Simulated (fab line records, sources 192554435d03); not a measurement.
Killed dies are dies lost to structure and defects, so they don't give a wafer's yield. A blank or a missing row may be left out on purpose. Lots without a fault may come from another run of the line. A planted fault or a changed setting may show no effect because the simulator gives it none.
fab line records | flow n5_finfet
record lots=7 wafers=19 last_day=17
route steps=1938 shown STI_FIN_REVEAL@186 BEOL_M4@1111 PASSIVATION@1936
lots that met no fault: from a run of the same line without faults
start_h: hours from the record's first day to the start of the lot's first wafer shown | wait_h: hours since the lot's step before | " the same as in the row above | L1.1+2: a row that stands for several wafers | - no value, or no start given | * or withheld: withheld | < > ~ a bound
route shown NAME@n: a module of which the file shows steps, and the number in the route of the first | usual: mean/standard deviation of fault-free wafers | same: alike in all rows | chamber/n: place in a boat | sites: the reading at each site | _std_site: their standard deviation | _edge_site: outer sites' mean less inner sites' | radius_mm: how far each site lies from the wafer's centre | mask NAME#n: copy n | behind: the tool/chamber that last shaped the wafer | hold: why the lot was held/for how many hours/how that ended | device: the transistor (n, p or np) that didn't switch | end of line: the same wafers' tests at the end of the route | a step without rows: its recipe alone | killed: dies lost to structure and defects at the first sort, not the wafer's yield | map: a wafer's dies, x killed, . not, _ none there
set.NAME: the setting as run; set.NAME@STEP: as run at that earlier step | model.NAME: the simulator's own value behind a step, which no gauge read
lots at some steps of the route; a table a step, a row a wafer
services: from which hour (start_h, from the record's first day; less than 0 if before it) a tool's chamber was out of use, for how many hours, and why
## steps
# step N5_STI_FIN_REVEAL_DENSIFY_02
# recipe temp_c=650 ambient=steam time_s=1800 idle_temp_c=400 densification_p_h2o_torr=640
# step N5_STI_FIN_REVEAL_CMP_04
# recipe stop_on=Si3N4 t_overpolish_s=4 down_force_psi=2 platen_rpm=54.18 post_cmp_clean=alkaline_brush pad_velocity_m_s=1.078 target_thk_nm=131.83
# usual motor_current_A=8.1/0.71 overpolish_run_s=3.999/0.0087 retaining_ring_pressure_frac=1.000/0.0055 time_to_endpoint_s=104/4.1
# columns lot.wafer tool chamber start_h wait_h motor_current_A overpolish_run_s retaining_ring_pressure_frac time_to_endpoint_s
L107.4 cmp-02 0 45.30 0.1 8.1 4.000 1.001 105
L107.1 " 1 " " 8.7 3.992 0.991 98
L107.6 " 2 " " 7.9 3.988 0.998 104
L110.1 cmp-02 2 64.76 0.0 8.0 3.999 0.994 103
L110.5 " 2 " " 7.8 4.007 0.997 101
L110.6 " 3 " " 7.1 3.986 1.005 93
L113.3 cmp-01 0 81.67 0.1 6.1 3.991 0.993 102
L113.6 " 3 " " 7.9 3.996 0.999 103
L113.5 " 0 " " 7.0 3.987 0.991 102
L114.4 cmp-01 1 87.12 0.1 7.5 3.992 0.993 113
L114.6 " 2 " " 8.0 4.009 1.000 108
L121.3 cmp-01 0 128.56 0.1 6.5 4.003 0.996 103
L121.1 " 2 " " 7.7 4.001 1.004 101
L124.2 cmp-02 1 148.09 0.1 9.0 4.003 1.008 98
L124.3 " 2 " " 8.2 3.999 1.006 104
L124.1 " 3 " " 7.3 4.007 1.003 95
L127.3 cmp-02 3 166.64 0.0 7.0 3.995 1.005 100
L127.5 " 3 " " 7.0 3.993 1.001 96
L127.6 " 0 " " 8.1 3.979 0.997 109
# step N5_STI_FIN_REVEAL_THK_MEAS_05
# usual thk_nm=132.0/0.97
# columns lot.wafer tool chamber start_h wait_h thk_nm
L107.1 film_metro-01 - 45.52 - 131.4
L107.4 " - " " 132.1
L107.6 " - " " 132.8
L110.1 film_metro-01 - 65.05 - 131.5
L110.5 " - " " 131.9
L110.6 " - " " 129.5
L113.3 film_metro-01 - 81.93 - 131.0
L113.5 " - " " 132.1
L113.6 " - " " 133.1
L114.4 film_metro-01 - 87.30 - 132.7
L114.6 " - " " 133.3
L121.1 film_metro-02 - 128.82 - 132.6
L121.3 " - " " 131.4
L124.1 film_metro-01 - 148.35 - 131.0
L124.2 " - " " 131.2
L124.3 " - " " 133.5
L127.3 film_metro-01 - 166.94 - 131.9
L127.5 " - " " 132.4
L127.6 " - " " 133.9
# step N5_STI_FIN_REVEAL_DENSIFY_30
# recipe temp_c=* time_s=* ambient=N2 idle_temp_c=600 ramp_up_c_per_s=150 ramp_down_c_per_s=60 cool_to_c=600
# usual lamp_power_pct=11.53/0.059 lamp_zone_5_pct=11.533/0.017 wafer_temp_C_max=*
# columns lot.wafer tool chamber start_h wait_h lamp_power_pct lamp_zone_5_pct wafer_temp_C_max
L107.1 rtp_anneal-01 0 45.75 0.2 11.58 11.533 *
L107.4 " 0 " " 11.53 11.536 *
L107.6 " 0 " " 11.44 11.551 *
L110.1 rtp_anneal-01 0 65.11 0.1 11.60 11.531 *
L110.5 " 0 " " 11.55 11.490 *
L110.6 " 0 " " 11.54 11.527 *
L113.3 rtp_anneal-01 0 82.08 0.1 11.46 11.550 *
L113.5 " 0 " " 11.53 11.535 *
L113.6 " 0 " " 11.47 11.520 *
L114.4 rtp_anneal-01 0 87.42 0.1 11.51 11.505 *
L114.6 " 0 " " 11.52 11.521 *
L121.1 rtp_anneal-01 0 129.09 0.3 11.46 11.521 *
L121.3 " 0 " " 11.51 11.494 *
L124.1 rtp_anneal-01 0 148.37 0.0 11.58 11.535 *
L124.2 " 0 " " 11.55 11.577 *
L124.3 " 0 " " 11.58 11.532 *
L127.3 rtp_anneal-01 0 167.02 0.1 11.58 11.524 *
L127.5 " 0 " " 11.53 11.560 *
L127.6 " 0 " " 11.52 11.535 *
# step N5_STI_FIN_REVEAL_ETCHBACK_08
# recipe chemistry=C4F6/O2 target=SiO2 target_depth_a=305 time_s=10.167 ion_energy_ev=250 pressure_mtorr=30 source_w=345 bias_w=185 Ar_flow_sccm=300 C4F6_flow_sccm=10 O2_flow_sccm=10
# step N5_STI_FIN_REVEAL_STRIP_24
# recipe chemistry=N2/H2 time_s=90 power_w=100 temp_c=40 pressure_mtorr=100 rf_frequency_hz=6e+07 bias_power_w=3 n2_flow_sccm=300 h2_flow_sccm=300
# usual chamber_pressure_mTorr=99.99/0.093 drypump_motor_current_A=5.8/0.44 oes_product_au=0.80/0.082 rf_vpp_V=45.3/0.73 showerhead_plenum_p_Torr=3.39/0.081 throttle_valve_pct=12.26/0.21
# columns lot.wafer tool chamber start_h wait_h chamber_pressure_mTorr drypump_motor_current_A oes_product_au rf_hours_counter_h rf_vpp_V showerhead_plenum_p_Torr throttle_valve_pct
L107.1 rie_diel-02 2 46.00 0.0 100.03 6.3 0.69 235 46.4 3.21 12.54
L107.4 " 1 " " 99.87 6.3 0.74 185 45.7 3.36 12.43
L107.6 " 2 " " 99.99 6.3 0.68 - 45.0 3.21 12.54
L110.1 rie_diel-02 0 65.36 0.0 99.94 5.9 0.95 14 44.7 3.45 11.98
L110.5 " 2 " " 100.01 6.4 0.68 - 44.9 3.21 12.55
L110.6 " 3 " " 99.97 5.4 0.77 - 44.3 3.40 12.44
L113.3 rie_diel-02 3 82.39 0.0 99.89 5.4 0.77 135 45.9 3.40 12.46
L113.5 " 2 " " 100.25 6.3 0.67 - 45.2 3.21 12.57
L113.6 " 1 " " 99.91 6.3 0.73 - 45.6 3.35 12.43
L114.4 rie_diel-01 0 87.65 0.0 99.95 5.1 0.80 88 45.1 3.41 12.11
L114.6 " 2 " " 100.10 5.3 0.81 - 45.2 3.27 12.44
L121.1 rie_diel-05 1 129.37 0.0 99.98 5.7 0.75 159 45.9 3.36 12.20
L121.3 " 2 " " 99.87 5.3 0.89 44 44.3 3.42 11.97
L124.1 rie_diel-01 3 148.95 0.0 99.91 6.1 0.91 41 46.0 3.44 12.00
L124.2 " 1 " " 99.89 5.3 0.70 224 44.6 3.45 12.50
L124.3 " 0 " " 99.90 5.1 0.79 112 45.6 3.40 12.16
L127.3 rie_diel-01 2 167.32 0.0 100.02 5.2 0.76 158 43.9 3.25 12.51
L127.5 " 1 " " 99.98 5.3 0.70 - 45.0 3.45 12.52
L127.6 " 0 " " 99.92 5.1 0.77 - 46.0 3.40 12.17
# step N5_STI_FIN_REVEAL_PRECLEAN_25
# recipe chemistry=SPM time_s=90 temp_c=120 mix=4:1
# step N5_STI_FIN_REVEAL_PRECLEAN_26
# recipe chemistry=SC1 time_s=45 temp_c=46 mix=1:2:100
# step N5_STI_FIN_REVEAL_PRECLEAN_29
# recipe chemistry=DHF time_s=30 temp_c=25 dilution=300:1
# step N5_STI_FIN_REVEAL_SRD_12
# recipe time_s=30 temp_c=23 rinse_liquid=diw dry=ipa_marangoni
# step N5_STI_FIN_REVEAL_RECESS_09
# recipe chemistry=HF/NH3 target=SiO2 afs_cycles=11 target_depth_a=425 temp_c=30 sublimation_temp_c=180 sublimation_time_s=60
# usual drypump_motor_current_A=6.05/0.19
# columns lot.wafer tool chamber start_h wait_h drypump_motor_current_A
L107.1 vapor_etch-02 1 46.22 0.0 6.28
L107.4 " 0 " " 6.33
L107.6 " 1 " " 6.26
L110.1 vapor_etch-01 1 65.61 0.0 5.83
L110.5 " 1 66.67 1.1 5.82
L110.6 " 0 " " 6.08
L113.3 vapor_etch-02 0 83.13 0.6 6.32
L113.5 " 1 " " 6.25
L113.6 " 0 " " 6.28
L114.4 vapor_etch-01 0 88.40 0.6 6.11
L114.6 " 1 " " 5.83
L121.1 vapor_etch-01 1 129.59 0.0 5.80
L121.3 " 0 " " 6.07
L124.1 vapor_etch-01 1 149.17 0.0 5.79
L124.2 " 0 " " 6.10
L124.3 " 1 " " 5.82
L127.3 vapor_etch-01 0 168.06 0.6 6.09
L127.5 " 1 " " 5.82
L127.6 " 0 " " 6.09
# step N5_STI_FIN_REVEAL_STRIP_16
# recipe chemistry=H3PO4 material=SiNx temp_c=165 target_depth_a=238 overetch_fraction=0.4964 dry=ipa_marangoni
# step N5_STI_FIN_REVEAL_PRECLEAN_17
# recipe chemistry=NF3:NH3 afs_cycles=1 temp_c=30 time_s=20 sublimation_temp_c=180 sublimation_time_s=60 pressure_torr=3 rf_power_w=30
# usual time_s=20/0
# columns lot.wafer tool chamber start_h wait_h time_s
L107.1 remote_plasma-02 1 48.11 0.0 20
L107.4 " 1 " " 20
L107.6 " 1 " " 20
L110.1 remote_plasma-01 1 67.50 0.0 20
L110.5 " 1 " " 20
L110.6 " 1 " " 16.931
L113.3 remote_plasma-01 0 84.55 0.1 20
L113.5 " 0 " " 20
L113.6 " 0 " " 16.931
L114.4 remote_plasma-01 1 89.84 0.1 16.931
L114.6 " 1 " " 16.931
L121.1 remote_plasma-02 1 131.48 0.0 20
L121.3 " 1 " " 20
L124.1 remote_plasma-02 0 151.06 0.0 20
L124.2 " 0 " " 20
L124.3 " 0 " " 20
L127.3 remote_plasma-01 0 169.48 0.1 20
L127.5 " 0 " " 20
L127.6 " 0 " " 20
# step N5_STI_FIN_REVEAL_ETCH_34
# recipe chemistry=H2 mode=isotropic material=Si target=Si target_depth_a=9.7 temp_c=20 pressure_mtorr=4.5 icp_w=300 bias_w=0 h2_flow_sccm=7.5 he_flow_sccm=142.5
# usual chamber_pressure_mTorr=4.500/0.0037 drypump_motor_current_A=5.6/0.43 he_flow_sccm=142.5/0.43 oes_product_au=0.998/0.017 throttle_valve_pct=25.7/0.4
# same bias_w=0
# columns lot.wafer tool chamber start_h wait_h chamber_pressure_mTorr drypump_motor_current_A he_flow_sccm oes_product_au rf_hours_counter_h throttle_valve_pct
L107.1 rie_si-05 0 48.31 0.2 4.500 5.8 142.2 1.040 43 25.6
L107.4 " 2 " " 4.502 5.8 142.9 1.004 122 25.7
L107.6 " 2 " " 4.503 5.8 142.9 0.998 - 25.7
L110.1 rie_si-05 1 67.70 0.2 4.501 6.0 142.9 0.967 121 25.6
L110.5 " 3 " " 4.497 5.7 142.9 0.982 - 26.3
L110.6 " 2 " " 4.496 5.8 142.7 0.992 - 25.7
L113.3 rie_si-01 1 84.70 0.1 4.499 6.7 142.6 1.018 1 25.7
L113.5 " 1 " " 4.501 6.6 141.9 1.026 - 25.7
L113.6 " 0 " " 4.502 5.5 143.5 0.981 - 25.0
L114.4 rie_si-06 3 89.96 0.1 4.497 5.8 142.4 1.011 61 25.9
L114.6 " 0 " " 4.497 5.6 142.5 0.992 - 25.3
L121.1 rie_si-06 0 131.75 0.2 4.504 5.6 142.8 0.988 189 25.3
L121.3 " 1 " " 4.492 5.3 142.0 1.021 153 25.6
L124.1 rie_si-01 1 151.26 0.2 4.495 6.6 142.9 1.030 2 25.7
L124.2 " 2 " " 4.504 5.5 143.1 0.987 6 25.6
L124.3 " 0 " " 4.499 5.5 142.2 0.971 118 25.0
L127.3 rie_si-05 3 169.62 0.1 4.498 5.7 142.2 0.983 91 26.3
L127.5 " 3 " " 4.495 5.7 142.7 0.985 - 26.3
L127.6 " 2 " " 4.497 5.8 142.4 0.996 - 25.7
# step N5_BEOL_M4_RC_MEAS_101
# usual DIBL_N=36.3/1.7 DIBL_P=36.0/1.9 IOFF_N=0.156/0.028 IOFF_P=0.21/0.036 ION_N=675/11 ION_P=463/7.8 SS_N=71.6/0.59 SS_P=73.2/0.63 VT_N=250/3.1 VT_P=-251/3.4
# columns lot.wafer tool chamber start_h wait_h DIBL_N[mV/V] DIBL_P[mV/V] IOFF_N[nA/um] IOFF_P[nA/um] ION_N[uA/um] ION_P[uA/um] SS_N[mV/dec] SS_P[mV/dec] VT_N[mV] VT_P[mV]
L107.1 prober-01 0 175.31 0.0 36.7 36.8 0.170 0.22 666 459 72.7 73.6 250 -250
L107.4 " 0 " " 35.6 35.7 0.141 0.20 663 459 71.8 73.7 249 -252
L107.6 " 0 " " 37.9 37.3 0.186 0.23 663 457 73.1 73.9 251 -252
L110.1 prober-02 0 193.76 0.0 36.7 36.4 0.168 0.23 689 466 72.1 73.2 247 -246
L110.5 " 0 " " 35.6 35.1 0.152 0.21 665 458 72.5 72.3 252 -248
L110.6 " 0 " " 33.9 33.7 0.119 0.19 662 466 70.9 72.8 253 -249
L113.3 prober-02 0 204.98 0.3 36.6 37.1 0.172 0.22 694 474 71.5 73.4 248 -250
L113.5 " 0 " " 35.8 34.4 0.153 0.18 661 454 72.0 72.6 247 -251
L113.6 " 0 " " 34.6 34.3 0.128 0.18 664 451 71.4 73.1 252 -255
L114.4 prober-02 0 210.25 0.5 37.1 36.4 0.178 0.23 674 465 71.4 73.6 247 -247
L114.6 " 0 " " 36.3 34.6 0.155 0.19 673 461 71.3 72.9 250 -248
L121.1 prober-01 0 255.47 0.0 40.3 40.6 0.219 0.22 683 459 72.0 74.6 247 -251
L121.3 " 0 " " 38.3 38.9 0.166 0.20 677 467 72.4 74.2 249 -251
L124.1 prober-02 0 280.27 0.0 36.1 35.6 0.148 0.19 678 459 71.6 73.5 251 -254
L124.2 " 0 " " 35.2 34.8 0.142 0.19 672 459 70.8 73.3 251 -251
L124.3 " 0 " " 37.6 37.7 0.175 0.23 683 466 71.3 74.0 248 -252
L127.3 prober-01 0 303.58 0.3 35.2 35.9 0.148 0.19 658 455 71.5 73.1 250 -252
L127.5 " 0 " " 34.0 34.7 0.128 0.17 660 454 71.1 72.5 254 -253
L127.6 " 0 " " 33.8 34.9 0.129 0.17 671 459 71.4 72.5 252 -254
# step N5_PASSIVATION_PROBE_49
# usual defect_limited_yield=91.5/1.5 killed_at_M0_to_M3=30/11 killed_at_M4_up=13/4.9 killed_at_contacts=14/6.5 killed_at_front_end=40/11 killed_at_other=3.3/2.7 killed_dies=100/18 killed_open=67/14 killed_short=32/7.8 sort_bin_5_function=5.0/0.97 sort_bin_6_memory=3.2/0.75 sort_n_pass=1080/18 sort_yield_pct=91.5/1.5
# same gross_dies=1180 killed_at_back_side=0 sort_bin_4_leakage[%]=0 sort_bin_8_speed[%]=0
# columns lot.wafer tool chamber start_h wait_h defect_limited_yield[%] killed_at_M0_to_M3 killed_at_M4_up killed_at_contacts killed_at_front_end killed_at_other killed_dies killed_open killed_short sort_bin_5_function[%] sort_bin_6_memory[%] sort_n_pass sort_yield_pct[%]
L107.1 prober-02 - 283.21 0.0 92.8 23 8 17 34 3 85 60 24 4.3 2.5 1095 92.8
L107.4 prober-02 - 283.36 0.2 92.0 23 13 8 49 1 94 62 29 4.6 3.2 1086 92.0
L107.6 prober-02 - 283.46 0.3 92.5 23 11 10 43 2 89 57 29 4.2 3.1 1091 92.5
# killed by level:class
L107.1 MOL_CONTACT_COAG:geometric_particle:open=13 FIN_SAQP:geometric_particle:open=10 FIN_SAQP:geometric_particle:short=8 BEOL_M4:geometric_particle:open=7 BEOL_M0_SAQP:geometric_particle:open=5 BEOL_M2:geometric_particle:open=5 STI_FIN_REVEAL:geometric_particle:open=4 DUMMY_GATE:geometric_particle:open=4
L107.4 FIN_SAQP:geometric_particle:short=15 FIN_SAQP:geometric_particle:open=10 STI_FIN_REVEAL:geometric_particle:open=9 BEOL_M0_SAQP:geometric_particle:short=8 DUMMY_GATE:geometric_particle:open=7 MOL_CONTACT_COAG:geometric_particle:open=7 BEOL_M4:geometric_particle:open=5 BEOL_M1:geometric_particle:open=4
L107.6 FIN_SAQP:geometric_particle:short=13 STI_FIN_REVEAL:geometric_particle:open=11 MOL_CONTACT_COAG:geometric_particle:open=9 FIN_SAQP:geometric_particle:open=6 BEOL_M1:geometric_particle:open=6 BEOL_M3:geometric_particle:open=6 DUMMY_GATE:geometric_particle:open=3 STARTING-WAFER:geometric_particle:short=3
## services
# columns tool chamber start_h hours kind
rie_si-06 3 21.74 43.4 repair
cmp-01 - 22.25 2.5 repair
cmp-02 - 41.59 1.4 repair
rie_diel-02 - 47.56 14.6 pm
vapor_etch-01 - 48.76 4.2 repair
cmp-02 - 52.45 4.0 pm
cmp-02 - 67.02 1.7 repair
cmp-02 - 69.66 1.6 repair
cmp-01 - 70.22 3.6 pm
rie_diel-01 - 79.26 0.6 repair
rie_si-05 1 83.51 6.8 repair
cmp-01 - 83.94 0.9 repair
cmp-02 - 85.55 1.5 repair
rie_si-01 0 90.69 2.5 repair
rie_diel-01 1 95.65 5.7 repair
rie_diel-01 2 98.62 8.0 repair
cmp-01 - 102.64 6.9 pm
rie_diel-02 0 108.23 1.7 repair
rtp_anneal-01 - 120.93 4.6 pm
rie_diel-02 - 130.52 2.8 pm
cmp-01 - 133.70 17.0 pm
cmp-02 - 147.13 0.3 repair
rie_diel-01 0 150.88 2.4 repair
cmp-01 - 161.94 2.5 repair
## key
first_sign step=N5_STI_FIN_REVEAL_PRECLEAN_17 reading=time_s direction=down sigmas=99+ usual=* struck=*
effect none on later readings
met_at N5_STI_FIN_REVEAL_PRECLEAN_17
struck_wafers L110.6,L113.6,L114.4,L114.6
fault kind=process_parameter_drift tool=remote_plasma-01 chamber=- onset_h=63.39 steps=N5_STI_FIN_REVEAL_PRECLEAN_17 channel=time_s offset=* shape=step end_h=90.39 scope=struck_wafers_only acts_in=* stated=*
